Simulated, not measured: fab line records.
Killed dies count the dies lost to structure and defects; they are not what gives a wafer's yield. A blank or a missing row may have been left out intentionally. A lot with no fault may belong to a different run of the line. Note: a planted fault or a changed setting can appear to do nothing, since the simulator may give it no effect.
fab line records | flow n5Finfet
[record] lots = 24 wafers = 72 lastDay = 19
route steps=1938 shown BEOL_M9@1469 BEOL_M10@1472
lots with no fault: from the same line, run without faults
startH: start of the lot's first displayed wafer, in hours after the record's first day | waitH: time in hours since the lot's previous step | " as in the row above | L1.1+2: a row that stands for several wafers | - no value, or no start given | * or withheld: withheld | < > ~ a bound
route shown NAME@n: names a module that has steps shown in the file, with the first one's number in the route | usual: mean/standard deviation taken from wafers without a fault | same: alike in all rows | chamber/n: place in a boat | sites: each site's reading | _std_site: the values' standard deviation | _edge_site: mean of outer sites minus mean of inner sites | radiusMm: how far each site lies from the wafer's centre | mask NAME#n: copy n | behind: the tool/chamber that last shaped the wafer | hold: why the lot went on hold/how many hours it stayed there/how the hold came to an end | device: the n, p or np transistor that did not switch | end of line: the same wafers' tests at the end of the route | a step given without rows: its recipe and nothing more | killed: the dies lost at the first sort to structure and to defects; this is not the yield of the wafer | map: a wafer's dies, x killed, . not, _ none there
set.NAME: the setting the step ran with; set.NAME@STEP: the setting that earlier step ran with | model.NAME: the simulator's own value behind a step, which no gauge read
a sample of lots followed through the steps of the route, with each step as a table and each wafer as a row
services: a tool's chamber out of use, with start hour (startH, from the record's first day; less than 0 if before it), hours out, and reason
[[steps]]
[step N5_BEOL_M9_INSPECT_58]
[recipe] inspectInstrument = darkfield mode = postDep
[usual] rawDefectCount = 68/23
// columns lot.wafer tool chamber startH waitH rawDefectCount
L074.1 defectInspect-02 - 229.04 0.0 65
L074.2 " - " " 143
L074.3 " - " " 143
L076.1 defectInspect-01 - 240.06 0.0 122
L076.5 " - " " 126
L076.6 " - " " 85
L075.1 defectInspect-01 - 240.22 0.0 64
L075.4 " - " " 29
L075.5 " - " " 67
L079.3 defectInspect-02 - 254.69 0.0 76
L079.4 " - " " 64
L079.6 " - " " 75
L077.2 defectInspect-02 - 260.01 0.0 52
L077.3 " - " " 36
L077.6 " - " " 57
L078.2 defectInspect-01 - 269.00 0.0 46
L078.5 " - " " 52
L078.6 " - " " 61
L080.1 defectInspect-02 - 276.80 0.0 81
L080.2 " - " " 73
L080.6 " - " " 71
L082.1 defectInspect-01 - 286.65 0.0 42
L082.2 " - " " 86
L082.6 " - " " 56
L081.1 defectInspect-01 - 296.30 0.0 87
L081.3 " - " " 67
L081.6 " - " " 44
L084.1 defectInspect-01 - 298.23 0.0 91
L084.2 " - " " 48
L084.5 " - " " 93
L086.1 defectInspect-01 - 302.57 0.0 65
L086.4 " - " " 78
L086.5 " - " " 60
L085.1 defectInspect-01 - 320.16 0.0 74
L085.2 " - " " 51
L085.6 " - " " 87
L083.1 defectInspect-01 - 321.51 0.0 62
L083.3 " - " " 84
L083.5 " - " " 39
L087.1 defectInspect-01 - 324.54 0.0 54
L087.5 " - " " 60
L087.6 " - " " 90
L088.1 defectInspect-02 - 324.94 0.0 37
L088.2 " - " " 31
L088.5 " - " " 43
L089.1 defectInspect-01 - 327.30 0.0 49
L089.2 " - " " 67
L089.5 " - " " 59
L090.1 defectInspect-01 - 332.60 0.0 55
L090.4 " - " " 60
L090.5 " - " " 83
L091.3 defectInspect-01 - 354.48 0.0 48
L091.4 " - " " 45
L091.5 " - " " 53
L092.1 defectInspect-02 - 354.77 0.0 81
L092.3 " - " " 96
L092.5 " - " " 78
L093.3 defectInspect-02 - 355.02 0.0 98
L093.5 " - " " 62
L093.6 " - " " 77
L094.1 defectInspect-02 - 356.88 0.0 56
L094.2 " - " " 80
L094.4 " - " " 82
L095.2 defectInspect-02 - 364.52 0.0 88
L095.5 " - " " 96
L095.6 " - " " 84
L096.1 defectInspect-01 - 385.34 0.0 35
L096.2 " - " " 53
L096.3 " - " " 43
L097.2 defectInspect-01 - 389.88 0.0 60
L097.4 " - " " 27
L097.6 " - " " 45
[step N5_BEOL_M10_THK_MEAS_01]
[recipe] reads = SiCOH_lowk_of_BEOL_M10_ILD_DEP_00
[usual] M10_ILD_THK = 268.3/2.9
// columns lot.wafer tool chamber startH waitH M10_ILD_THK[nm]
L074.1 filmMetro-02 - 229.70 0.4 262.8
L074.2 " - " " 268.0
L074.3 " - " " 264.8
L075.1 filmMetro-01 - 240.85 0.4 261.4
L075.4 " - " " 266.9
L075.5 " - " " 263.6
L076.1 filmMetro-01 - 241.17 0.8 266.1
L076.5 " - " " 273.6
L076.6 " - " " 270.6
L079.3 filmMetro-01 - 255.32 0.3 266.4
L079.4 " - " " 272.1
L079.6 " - " " 271.5
L077.2 filmMetro-02 - 260.68 0.4 268.9
L077.3 " - " " 265.3
L077.6 " - " " 269.4
L078.2 filmMetro-01 - 269.63 0.4 264.2
L078.5 " - " " 267.3
L078.6 " - " " 267.9
L080.1 filmMetro-02 - 278.15 0.4 268.2
L080.2 " - " " 264.0
L080.6 " - " " 270.2
L082.1 filmMetro-01 - 287.28 0.4 265.7
L082.2 " - " " 267.9
L082.6 " - " " 269.5
L081.1 filmMetro-01 - 297.04 0.4 268.6
L081.3 " - " " 266.8
L081.6 " - " " 268.6
L084.1 filmMetro-01 - 298.89 0.4 262.2
L084.2 " - " " 259.7
L084.5 " - " " 267.9
L086.1 filmMetro-02 - 303.20 0.4 269.6
L086.4 " - " " 272.9
L086.5 " - " " 270.0
L085.1 filmMetro-02 - 320.82 0.4 266.8
L085.2 " - " " 266.4
L085.6 " - " " 271.0
L083.1 filmMetro-01 - 322.14 0.4 266.4
L083.3 " - " " 264.8
L083.5 " - " " 267.8
L087.1 filmMetro-01 - 325.17 0.4 265.1
L087.5 " - " " 273.0
L087.6 " - " " 271.2
L088.1 filmMetro-02 - 326.06 0.8 270.3
L088.2 " - " " 267.7
L088.5 " - " " 269.9
L089.1 filmMetro-02 - 327.96 0.4 265.6
L089.2 " - " " 268.3
L089.5 " - " " 272.4
L090.1 filmMetro-01 - 333.22 0.4 269.2
L090.4 " - " " 273.2
L090.5 " - " " 270.1
L091.3 filmMetro-02 - 355.11 0.3 266.0
L091.4 " - " " 269.7
L091.5 " - " " 273.5
L092.1 filmMetro-01 - 355.39 0.4 266.1
L092.3 " - " " 265.6
L092.5 " - " " 268.9
L093.3 filmMetro-01 - 355.65 0.3 267.7
L093.5 " - " " 269.8
L093.6 " - " " 268.4
L094.1 filmMetro-02 - 357.51 0.4 267.5
L094.2 " - " " 263.5
L094.4 " - " " 265.8
L095.2 filmMetro-01 - 365.15 0.4 267.1
L095.5 " - " " 270.8
L095.6 " - " " 271.5
L096.1 filmMetro-02 - 385.96 0.4 267.3
L096.2 " - " " 267.1
L096.3 " - " " 268.0
L097.2 filmMetro-01 - 390.51 0.4 269.1
L097.4 " - " " 273.5
L097.6 " - " " 270.2
[step N5_BEOL_M10_DESCUM_33]
[recipe] chemistry = O2 timeS = 7.9 sourcePowerW = 50 biasPowerW = 20 pressureMtorr = 20 rfFrequencyHz = 2.712e+07 tempC = 40 resist = CAR-ArF o2FlowSccm = 225
[usual] drypumpMotorCurrentA = 5.9/0.37 oesProductAu = 0.81/0.087 rfVppV = 243.6/1.7 showerheadPlenumPTorr = 2.12/0.1 throttleValvePct = 20.33/0.16
// columns lot.wafer tool chamber startH waitH drypumpMotorCurrentA oesProductAu rfHoursCounterH rfVppV showerheadPlenumPTorr throttleValvePct
L074.1 rieDiel-02 0 232.95 0.0 5.3 0.82 58 244.0 2.21 20.19
L074.2 " 1 " " 5.5 0.78 102 245.5 2.19 20.34
L074.3 " 2 " " 6.4 0.97 5 242.3 2.05 20.18
L075.1 rieDiel-05 1 244.62 0.0 5.4 0.74 160 238.9 1.91 20.55
L075.4 " 2 " " 5.8 0.87 34 245.5 2.23 20.32
L075.5 " 1 " " 5.4 0.74 - 240.3 1.91 20.54
L076.1 rieDiel-05 1 245.08 0.3 5.4 0.74 160 240.5 1.91 20.53
L076.5 " 1 " " 5.4 0.74 - 239.5 1.91 20.54
L076.6 " 2 " " 5.8 0.87 - 244.9 2.23 20.32
L079.3 rieDiel-04 1 257.62 0.0 6.1 0.70 242 240.5 1.97 20.28
L079.4 " 0 " " 6.4 0.85 72 244.5 2.22 20.25
L079.6 " 3 " " 6.0 0.71 - 242.6 2.07 20.38
L077.2 rieDiel-05 2 265.52 0.1 5.8 0.86 42 245.5 2.22 20.33
L077.3 " 3 " " 6.3 0.94 7 243.7 2.15 20.29
L077.6 " 2 " " 5.8 0.86 - 245.0 2.22 20.33
L078.2 rieDiel-02 0 273.79 0.0 5.3 0.81 72 244.9 2.21 20.21
L078.5 " 1 " " 5.5 0.78 - 245.4 2.19 20.37
L078.6 " 0 " " 5.3 0.82 - 245.3 2.21 20.21
L080.1 rieDiel-05 3 286.42 0.0 6.3 0.92 13 244.3 2.15 20.32
L080.2 " 1 " " 5.4 0.73 173 242.7 1.91 20.56
L080.6 " 0 " " 5.6 0.72 - 245.6 2.16 20.27
L082.1 rieDiel-04 2 292.25 0.0 6.1 0.81 99 243.5 2.01 20.57
L082.2 " 3 " " 6.0 0.70 240 242.3 2.06 20.39
L082.6 " 1 " " 6.1 1.03 - 243.7 2.23 19.94
L081.1 rieDiel-04 1 299.63 0.0 6.1 1.00 3 245.3 2.23 19.94
L081.3 " 0 " " 6.4 0.84 88 244.9 2.22 20.28
L081.6 " 0 " " 6.4 0.83 - 244.3 2.22 20.29
L084.1 rieDiel-05 3 303.86 0.0 6.3 0.90 19 244.9 2.14 20.30
L084.2 " 1 " " 5.4 0.73 178 239.6 1.90 20.58
L084.5 " 2 " " 5.8 0.85 - 245.2 2.22 20.34
L086.1 rieDiel-02 1 306.87 0.0 5.5 0.77 131 244.1 2.18 20.39
L086.4 " 2 " " 6.4 0.90 33 243.2 2.04 20.26
L086.5 " 0 " " 5.3 0.81 - 243.0 2.20 20.24
L085.1 rieDiel-05 2 323.49 0.0 5.8 0.84 61 245.0 2.22 20.36
L085.2 " 3 " " 6.3 0.90 27 243.4 2.14 20.32
L085.6 " 3 " " 6.3 0.90 - 244.9 2.14 20.33
L083.1 rieDiel-04 1 324.43 0.0 6.1 0.97 11 246.0 2.22 19.95
L083.3 " 0 " " 6.4 0.83 98 244.3 2.21 20.30
L083.5 " 2 " " 6.1 0.80 - 243.8 2.01 20.59
L088.1 rieDiel-05 1 328.39 0.0 5.4 0.72 187 240.1 1.90 20.58
L088.2 " 3 " " 6.3 0.89 29 243.1 2.14 20.31
L088.5 " 1 " " 5.4 0.72 - 239.8 1.90 20.58
L087.1 rieDiel-02 3 331.70 0.3 5.9 0.70 236 244.5 2.15 20.30
L087.5 " 3 " " 5.9 0.70 - 244.0 2.15 20.31
L087.6 " 0 " " 5.3 0.80 - 245.6 2.20 20.25
L089.1 rieDiel-05 0 331.94 0.5 5.6 0.71 212 243.6 2.16 20.30
L089.2 " 3 " " 6.3 0.88 30 244.0 2.14 20.33
L089.5 " 3 " " 6.3 0.88 - 244.1 2.14 20.34
L090.1 rieDiel-02 2 338.07 0.0 6.3 0.88 43 241.5 2.04 20.25
L090.4 " 0 " " 5.3 0.80 95 245.8 2.20 20.24
L090.5 " 2 " " 6.4 0.89 - 242.2 2.04 20.24
L091.3 rieDiel-05 1 357.55 0.0 5.4 0.71 199 241.7 1.90 20.60
L091.4 " 2 " " 5.8 0.82 75 245.8 2.21 20.37
L091.5 " 1 " " 5.4 0.71 - 241.4 1.90 20.59
L093.3 rieDiel-04 2 361.83 0.1 6.1 0.78 122 243.0 2.01 20.59
L093.5 " 1 " " 6.1 0.93 - 244.3 2.22 19.99
L093.6 " 2 " " 6.1 0.79 - 240.9 2.01 20.60
L094.1 rieDiel-04 0 362.35 0.4 6.4 0.81 113 243.4 2.21 20.34
L094.2 " 1 " " 6.1 0.93 26 245.2 2.22 20.00
L094.4 " 3 " " 6.0 0.93 7 243.4 2.06 20.10
L092.1 rieDiel-02 3 362.44 0.3 5.9 0.68 246 245.5 2.14 20.33
L092.3 " 0 " " 5.3 0.78 103 245.5 2.20 20.25
L092.5 " 0 " " 5.3 0.78 - 246.4 2.20 20.24
L095.2 rieDiel-05 1 367.28 0.0 5.4 0.71 204 239.8 1.90 20.60
L095.5 " 3 " " 6.3 0.87 - 243.8 2.14 20.34
L095.6 " 2 " " 5.8 0.81 - 245.7 2.21 20.39
L096.1 rieDiel-05 1 388.19 0.0 5.4 0.70 210 240.0 1.89 20.60
L096.2 " 3 " " 6.3 0.87 45 243.7 2.13 20.35
L096.3 " 0 " " 5.5 0.70 234 244.4 2.15 20.35
L097.2 rieDiel-04 0 395.92 0.7 6.4 0.79 124 245.9 2.20 20.35
L097.4 " 3 " " 6.0 0.90 19 242.8 2.05 20.09
L097.6 " 2 " " 6.1 0.77 - 241.8 2.00 20.63
[step N5_BEOL_M10_DEGAS_44]
[recipe] ambient = vacuum tempC = 250 timeS = 60
[usual] heaterPowerW = 327/30
// columns lot.wafer tool chamber startH waitH heaterPowerW
L074.1 pvdSputter-02 - 234.11 0.4 366
L074.2 " - " " 299
L074.3 " - " " 328
L075.1 pvdSputter-01 - 245.69 0.3 362
L075.4 " - " " 329
L075.5 " - " " 310
L076.1 pvdSputter-02 - 247.03 1.1 301
L076.5 " - " " 400
L076.6 " - " " 296
L079.3 pvdSputter-02 - 258.91 0.2 317
L079.4 " - " " 386
L079.6 " - " " 360
L077.2 pvdSputter-01 - 266.81 0.3 324
L077.3 " - " " 313
L077.6 " - " " 357
L078.2 pvdSputter-01 - 275.74 0.6 320
L078.5 " - " " 328
L078.6 " - " " 288
L080.1 pvdSputter-03 - 287.67 0.4 346
L080.2 " - " " 307
L080.6 " - " " 346
L082.1 pvdSputter-01 - 293.28 0.3 355
L082.2 " - " " 321
L082.6 " - " " 330
L081.1 pvdSputter-01 - 300.83 0.5 361
L081.3 " - " " 289
L081.6 " - " " 364
L084.1 pvdSputter-02 - 304.95 0.3 320
L084.2 " - " " 391
L084.5 " - " " 301
L086.1 pvdSputter-01 - 308.13 0.5 290
L086.4 " - " " 371
L086.5 " - " " 285
L085.1 pvdSputter-02 - 325.58 1.4 357
L085.2 " - " " 299
L085.6 " - " " 370
L083.1 pvdSputter-01 - 325.87 0.7 360
L083.3 " - " " 289
L083.5 " - " " 321
L088.1 pvdSputter-03 - 329.44 0.3 350
L088.2 " - " " 304
L088.5 " - " " 319
L087.1 pvdSputter-03 - 332.75 0.3 345
L087.5 " - " " 323
L087.6 " - " " 290
L089.1 pvdSputter-01 - 334.65 2.0 286
L089.2 " - " " 315
L089.5 " - " " 287
L090.1 pvdSputter-03 - 339.55 0.7 298
L090.4 " - " " 355
L090.5 " - " " 303
L091.3 pvdSputter-01 - 358.77 0.4 326
L091.4 " - " " 361
L091.5 " - " " 314
L093.3 pvdSputter-03 - 362.95 0.3 293
L093.5 " - " " 298
L093.6 " - " " 298
L094.1 pvdSputter-01 - 363.45 0.4 316
L094.2 " - " " 355
L094.4 " - " " 318
L092.1 pvdSputter-03 - 363.53 0.3 345
L092.3 " - " " 328
L092.5 " - " " 296
L095.2 pvdSputter-03 - 368.29 0.2 336
L095.5 " - " " 348
L095.6 " - " " 291
L096.1 pvdSputter-01 - 389.52 0.6 316
L096.2 " - " " 293
L096.3 " - " " 319
L097.2 pvdSputter-01 - 396.98 0.3 289
L097.4 " - " " 321
L097.6 " - " " 321
[step N5_BEOL_M10_SURFACE_TREAT_76]
[recipe] gas = Ar timeS = * ionEnergyEv = * ionCurrentMaCm2 = 0.5 pressureMtorr = * arFlowSccm = 30
[usual] arFlowSccm = 29.99/0.086 throttleValvePct = *
// columns lot.wafer tool chamber startH waitH arFlowSccm throttleValvePct
L074.1 pvdSputter-01 - 234.62 0.2 29.85 *
L074.2 " - " " 29.92 *
L074.3 " - " " 29.99 *
L075.1 pvdSputter-01 - 246.13 0.2 30.02 *
L075.4 " - " " 30.06 *
L075.5 " - " " 29.95 *
L076.1 pvdSputter-03 - 247.92 0.6 30.04 *
L076.5 " - " " 30.10 *
L076.6 " - " " 29.94 *
L079.3 pvdSputter-02 - 259.29 0.2 30.03 *
L079.4 " - " " 30.01 *
L079.6 " - " " 30.06 *
L077.2 pvdSputter-01 - 267.21 0.2 29.87 *
L077.3 " - " " 30.00 *
L077.6 " - " " 29.91 *
L078.2 pvdSputter-01 - 276.16 0.2 30.00 *
L078.5 " - " " 29.96 *
L078.6 " - " " 29.93 *
L080.1 pvdSputter-02 - 288.11 0.2 29.94 *
L080.2 " - " " 30.01 *
L080.6 " - " " 29.98 *
L082.1 pvdSputter-03 - 293.76 0.2 30.22 *
L082.2 " - " " 29.94 *
L082.6 " - " " 29.89 *
L081.1 pvdSputter-03 - 301.26 0.2 29.98 *
L081.3 " - " " 30.07 *
L081.6 " - " " 29.92 *
L084.1 pvdSputter-03 - 305.33 0.2 30.12 *
L084.2 " - " " 29.93 *
L084.5 " - " " 29.99 *
L086.1 pvdSputter-03 - 308.69 0.3 29.95 *
L086.4 " - " " 29.97 *
L086.5 " - " " 30.13 *
L085.1 pvdSputter-03 - 325.97 0.2 30.01 *
L085.2 " - " " 30.08 *
L085.6 " - " " 29.91 *
L083.1 pvdSputter-02 - 326.28 0.2 30.15 *
L083.3 " - " " 30.01 *
L083.5 " - " " 29.98 *
L088.1 pvdSputter-03 - 329.86 0.2 30.20 *
L088.2 " - " " 29.89 *
L088.5 " - " " 30.10 *
L087.1 pvdSputter-02 - 333.45 0.4 29.93 *
L087.5 " - " " 29.87 *
L087.6 " - " " 29.90 *
L089.1 pvdSputter-01 - 335.05 0.2 29.87 *
L089.2 " - " " 29.97 *
L089.5 " - " " 29.83 *
L090.1 pvdSputter-01 - 339.97 0.2 29.99 *
L090.4 " - " " 29.95 *
L090.5 " - " " 29.91 *
L091.3 pvdSputter-03 - 359.19 0.2 30.02 *
L091.4 " - " " 29.95 *
L091.5 " - " " 29.85 *
L093.3 pvdSputter-01 - 363.37 0.2 29.90 *
L093.5 " - " " 29.85 *
L093.6 " - " " 30.10 *
L094.1 pvdSputter-02 - 364.06 0.4 29.88 *
L094.2 " - " " 29.87 *
L094.4 " - " " 30.12 *
L092.1 pvdSputter-02 - 364.10 0.3 30.08 *
L092.3 " - " " 29.90 *
L092.5 " - " " 29.90 *
L095.2 pvdSputter-02 - 368.79 0.2 29.89 *
L095.5 " - " " 29.92 *
L095.6 " - " " 29.94 *
L096.1 pvdSputter-01 - 389.96 0.2 30.11 *
L096.2 " - " " 29.97 *
L096.3 " - " " 30.03 *
L097.2 pvdSputter-02 - 397.43 0.2 29.94 *
L097.4 " - " " 30.10 *
L097.6 " - " " 30.09 *
[step N5_BEOL_M10_DEP_56]
[recipe] material = SiCN targetThkA = 150 tempC = withheld precursor = 3MS/NH3 pressureTorr = 3 rfW = 202 timeS = 26.5
[usual] showerheadPlenumPTorr = 3.669/0.014 throttleValvePct = 9.1/0.65
// columns lot.wafer tool chamber startH waitH showerheadPlenumPTorr throttleValvePct
L074.1 pecvd-02 1 236.29 0.0 3.662 10.2
L074.2 " 2 " " 3.664 8.1
L074.3 " 0 " " 3.655 9.0
L075.1 pecvd-03 1 247.55 0.0 3.666 10.7
L075.4 " 0 " " 3.669 8.5
L075.5 " 2 " " 3.669 8.4
L076.1 pecvd-04 0 249.14 0.0 3.662 8.4
L076.5 " 0 " " 3.665 9.2
L076.6 " 1 " " 3.690 9.4
L079.3 pecvd-04 2 260.37 0.0 3.656 8.9
L079.4 " 0 " " 3.655 8.8
L079.6 " 2 " " 3.659 8.9
L077.2 pecvd-02 2 269.17 0.0 3.685 8.1
L077.3 " 0 " " 3.651 9.2
L077.6 " 0 " " 3.646 9.2
L078.2 pecvd-04 1 277.48 0.0 3.689 9.4
L078.5 " 2 " " 3.652 9.2
L078.6 " 0 " " 3.655 8.7
L080.1 pecvd-04 0 289.19 0.0 3.657 8.7
L080.2 " 1 " " 3.694 9.4
L080.6 " 2 " " 3.661 8.7
L082.1 pecvd-02 2 295.34 0.0 3.671 8.3
L082.2 " 1 " " 3.656 10.3
L082.6 " 0 " " 3.649 9.1
L081.1 pecvd-04 0 302.64 0.0 3.656 8.7
L081.3 " 2 " " 3.665 9.1
L081.6 " 2 " " 3.665 9.1
L084.1 pecvd-04 0 306.95 0.0 3.655 8.9
L084.2 " 2 " " 3.666 8.9
L084.5 " 1 " " 3.694 9.5
L086.1 pecvd-03 1 310.13 0.0 3.670 10.5
L086.4 " 2 " " 3.665 8.5
L086.5 " 1 " " 3.685 10.1
L085.1 pecvd-04 2 327.36 0.0 3.657 9.3
L085.2 " 0 " " 3.672 8.8
L085.6 " 1 " " 3.691 9.5
L083.1 pecvd-04 0 330.47 0.0 3.654 8.7
L083.3 " 2 " " 3.670 9.1
L083.5 " 1 " " 3.689 9.5
L088.1 pecvd-02 0 332.77 0.0 3.654 9.0
L088.2 " 1 " " 3.666 10.2
L088.5 " 0 " " 3.662 8.9
L087.1 pecvd-04 0 335.82 0.0 3.666 8.7
L087.5 " 2 " " 3.661 9.0
L087.6 " 1 " " 3.694 9.4
L089.1 pecvd-04 0 336.20 0.0 3.657 8.8
L089.2 " 2 " " 3.659 8.8
L089.5 " 2 " " 3.664 9.1
L090.1 pecvd-04 2 341.17 0.0 3.655 9.1
L090.4 " 2 " " 3.658 8.9
L090.5 " 0 " " 3.662 8.8
L091.3 pecvd-03 1 360.65 0.0 3.680 10.5
L091.4 " 0 " " 3.675 8.5
L091.5 " 1 " " 3.670 10.5
L093.3 pecvd-02 0 364.82 0.0 3.650 9.1
L093.5 " 2 " " 3.678 8.3
L093.6 " 0 " " 3.650 9.2
L094.1 pecvd-03 1 365.80 0.0 3.675 10.3
L094.2 " 0 " " 3.664 8.7
L094.4 " 1 " " 3.683 10.5
L092.1 pecvd-02 0 366.08 0.0 3.644 9.3
L092.3 " 1 " " 3.666 10.3
L092.5 " 1 " " 3.674 10.1
L095.2 pecvd-03 2 370.25 0.0 3.665 8.3
L095.5 " 0 " " 3.667 8.6
L095.6 " 1 " " 3.682 10.5
L096.1 pecvd-03 0 391.14 0.0 3.673 8.6
L096.2 " 1 " " 3.683 10.4
L096.3 " 2 " " 3.665 8.7
L097.2 pecvd-04 1 399.51 0.0 3.697 9.2
L097.4 " 0 " " 3.661 8.8
L097.6 " 2 " " 3.660 9.3
[[services]]
// columns tool chamber startH hours kind
pecvd-04 2 216.90 6.0 repair
rieDiel-05 3 226.36 1.8 repair
rieDiel-05 3 228.48 - clean
rieDiel-05 3 228.48 - consumableReplace:focusRing
rieDiel-05 3 228.48 13.1 scheduledDown
rieDiel-05 3 228.48 13.1 ventCycle
pecvd-04 0 256.22 2.1 scheduledDown
pecvd-04 2 264.65 2.1 scheduledDown
rieDiel-05 0 267.67 7.6 repair
rieDiel-04 1 277.22 - clean
rieDiel-04 1 277.22 - consumableReplace:focusRing
rieDiel-04 1 277.22 - consumableReplace:showerhead
rieDiel-04 1 277.22 13.6 scheduledDown
rieDiel-04 1 277.22 13.6 ventCycle
pecvd-03 0 279.12 5.2 repair
pecvd-03 - 297.02 5.5 pm
pecvd-04 1 317.67 5.5 scheduledDown
rieDiel-02 3 321.37 8.5 repair
rieDiel-04 3 323.22 - clean
rieDiel-04 3 323.22 - consumableReplace:focusRing
pecvd-02 1 333.33 8.4 repair
rieDiel-05 3 337.33 15.2 repair
pecvd-04 0 344.39 3.6 repair
rieDiel-02 1 356.92 13.5 repair
[[key]]
fault none
